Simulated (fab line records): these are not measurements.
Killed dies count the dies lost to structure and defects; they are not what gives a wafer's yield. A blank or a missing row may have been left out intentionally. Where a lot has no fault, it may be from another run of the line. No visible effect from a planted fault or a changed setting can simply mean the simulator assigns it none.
Problem report in the 8D (eight disciplines) form, filled by code | flow n5Finfet | the parts of the form that need people (team, actions taken, sign-off) are left out

1. THE ISSUE
Wafers without a fault read 208.9 nm, standard deviation 1; cdNm at N5_BEOL_M13_CD_MEAS_28 reads a mean of 220.0 nm on 6 wafers belonging to 2 lots. Relative to the usual mean, that is a shift of +11 standard deviations.
The step: target cd 209.5 nm.
The first sign was on wafer L615.1 at day 15 10:30, on cdSem-03. The record holds 30 wafers of 10 lots with a number at this step. By rule, "out" or "out of limits" means more than 4 standard deviations away from the usual mean. All remaining wafers that have a number are taken as sound.

2. WHAT THIS IS AND IS NOT
question                    | is                     | is not
which readings at this step | cdNm                   | -
which lots                  | L615, L616             | L601, L603, L604, L605, L608, L609, L620, L624
which wafers of those lots  | all that have a number | -
read on which gauges        | cdSem-03               | cdSem-01, cdSem-02
when                        | from day 15 10:30      | up to then (18 sound wafers); but 6 sound wafers of L620, L624 came after

3. THE SUSPECTS, EACH WITH WHAT RULES IT OUT
Counting: a tool stays on the suspect list if, at a process step up to the reading, it processed all lots that are out and no sound lot following the first of them.
- ruled out: the gauge at N5_BEOL_M13_CD_MEAS_28. All the wafers that are out were read on cdSem-03, but those of them that N5_BEOL_M13_EXPOSE_25 has rows for are out there too, on other tools.
- krfScanner-02 at N5_BEOL_M13_EXPOSE_25 (exposes mask M13, target cd 210 nm): kept. It processed each lot that is out, first L615 at day 15 10:19, and no sound lot thereafter; up to then, the last sound lot it processed was L608 at day 12 23:58. Out on those wafers are its own readings of exposureDoseMJCm2.
The count leaves krfScanner-02 at N5_BEOL_M13_EXPOSE_25.

4. THE CAUSE (what the simulator had put in)
Process parameters drifting: krfScanner-02 at N5_BEOL_M13_EXPOSE_25, beginning at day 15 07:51. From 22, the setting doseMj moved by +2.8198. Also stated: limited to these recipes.
This tool alone remained once counting was done.

5. THE CHAIN OF EFFECTS, in route order
One row per reading whose mean, taken over the struck wafers that have a number, lies over 3 standard deviations from the usual. Readings are gone through only where the record gives a usual standard deviation; hours: the median, over the lots, of the time from a lot's start at the first step in this table giving one to that lot's start at this step; sigmas: the change measured in usual standard deviations.
hours | step                   | reading           | usual    | on struck wafers | change | sigmas
0     | N5_BEOL_M13_EXPOSE_25  | exposureDoseMJCm2 | 21.978   | 24.498           | +2.520 | +99 or more
0     | N5_BEOL_M13_CD_MEAS_28 | cdNm              | 208.9 nm | 220.0            | +11.1  | +11
Here are the process steps it includes:
- N5_BEOL_M13_EXPOSE_25: exposes mask M13, target cd 210 nm.

6. HOW IT WOULD HAVE BEEN CAUGHT EARLIER
Counted from the fault's start at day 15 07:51, it took 3 hours until the first out-of-limits reading at a measuring or inspecting step in this record, taken at day 15 10:30.
Tool's own readings at N5_BEOL_M13_EXPOSE_25, exposureDoseMJCm2: out on all struck wafers the step has rows for; an alarm limit on them would have tripped on the first.
Among the 2 lots that are out, L616 began N5_BEOL_M13_EXPOSE_25 on krfScanner-02 after day 15 10:30. Had the tool been put on hold then, it would have been spared.
